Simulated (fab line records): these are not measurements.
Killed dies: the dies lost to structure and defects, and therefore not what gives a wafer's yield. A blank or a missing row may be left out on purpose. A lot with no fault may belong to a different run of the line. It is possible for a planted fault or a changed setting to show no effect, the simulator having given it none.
Problem report in the 8D (eight disciplines) form, filled by code | flow n5_finfet | the parts of the form that need people (team, actions taken, sign-off) are left out

== 1. THE ISSUE ==
Mean of wafer_temp_C_max at N5_MOL_CONTACT_COAG_ANNEAL_112: 392.6 across 12 wafers in 4 lots; on wafers with no fault it is 402.2 (standard deviation 0.49). Measured from the usual mean, that is -20 standard deviations.
The step: time 1800 s.
Seen first at day 8 15:37 on hp_anneal-01, wafer L880.2. The record has a number at this step for 24 wafers belonging to 9 lots. Rule for "out", or "out of limits": more than 4 standard deviations from the usual mean. The rest of the wafers with a number are treated as sound.

== 2. WHAT THIS IS AND IS NOT ==
question                    | is                                                                                                         | is not
which readings at this step | wafer_temp_C_max, spike_tc_bottom_C, spike_tc_centre_C, spike_tc_lower_C, spike_tc_top_C, spike_tc_upper_C | -
which lots                  | L880, L881, L882, L883                                                                                     | L869, L874, L876, L877, L879
which wafers of those lots  | all that have a number                                                                                     | -
read on which tools         | hp_anneal-01                                                                                               | -
when                        | from day 8 15:37                                                                                           | up to then (12 sound wafers)

== 3. SUSPECTS, AND WHAT RULES EACH OUT ==
Counting: a tool at any process step up to the reading remains a suspect when it ran all the lots that are out and ran no sound lot after the first of those.
- hp_anneal-01 at N5_MOL_CONTACT_COAG_ANNEAL_112 (time 1800 s): kept. Every lot that is out went through it, starting with L880 (day 8 15:37), and after that it ran no sound lot; the last sound lot it ran before then is L879 (day 8 08:04). On those wafers its own readings are out: spike_tc_bottom_C, spike_tc_centre_C, spike_tc_lower_C, spike_tc_top_C, spike_tc_upper_C, wafer_temp_C_max.
After counting, what remains is hp_anneal-01 at N5_MOL_CONTACT_COAG_ANNEAL_112.

== 4. THE CAUSE (what the simulator had put in) ==
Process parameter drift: hp_anneal-01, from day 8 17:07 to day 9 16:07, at N5_MOL_CONTACT_COAG_ANNEAL_112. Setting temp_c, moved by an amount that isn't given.
The count eliminated every tool but this one.

== 5. THE CHAIN OF EFFECTS, in route order ==
Each row: a reading whose mean over the struck wafers that have a number lies more than 3 standard deviations from the usual. Only readings whose record carries a usual standard deviation are examined. hours: median over the lots of the time between each lot's start at the first step of this table that gives one and its start at this step. sigmas: the change, counted in usual standard deviations.
hours | step                           | reading               | usual   | on struck wafers | change | sigmas
0     | N5_MOL_CONTACT_COAG_ANNEAL_112 | spike_tc_bottom_C     | 426.0 C | 416.8            | -9.2   | -8.4
0     | N5_MOL_CONTACT_COAG_ANNEAL_112 | spike_tc_centre_C     | 400.3 C | 390.8            | -9.5   | -10
0     | N5_MOL_CONTACT_COAG_ANNEAL_112 | spike_tc_lower_C      | 399.9 C | 390.6            | -9.3   | -10
0     | N5_MOL_CONTACT_COAG_ANNEAL_112 | spike_tc_top_C        | 430.3 C | 421.4            | -8.9   | -8.1
0     | N5_MOL_CONTACT_COAG_ANNEAL_112 | spike_tc_upper_C      | 400.4 C | 390.9            | -9.5   | -8.6
0     | N5_MOL_CONTACT_COAG_ANNEAL_112 | wafer_temp_C_max      | 402.2   | 392.6            | -9.6   | -20
0     | N5_MOL_CONTACT_COAG_ANNEAL_112 | zone_power_bottom_pct | 12.03 % | 11.55            | -0.48  | -4.4
0     | N5_MOL_CONTACT_COAG_ANNEAL_112 | zone_power_centre_pct | 9.33 %  | 9.07             | -0.26  | -3.0
0     | N5_MOL_CONTACT_COAG_ANNEAL_112 | zone_power_lower_pct  | 8.33 %  | 8.03             | -0.30  | -3.8
The process steps in it:
- N5_MOL_CONTACT_COAG_ANNEAL_112: time 1800 s.
Later steps that measure or inspect, where all struck wafers having a row at the step show a number for every such reading and not one has moved that far: N5_BEOL_M4_RC_MEAS_101.

== 6. WHAT WOULD HAVE CAUGHT IT SOONER ==
In this record the first reading out of limits was taken at day 8 15:37.
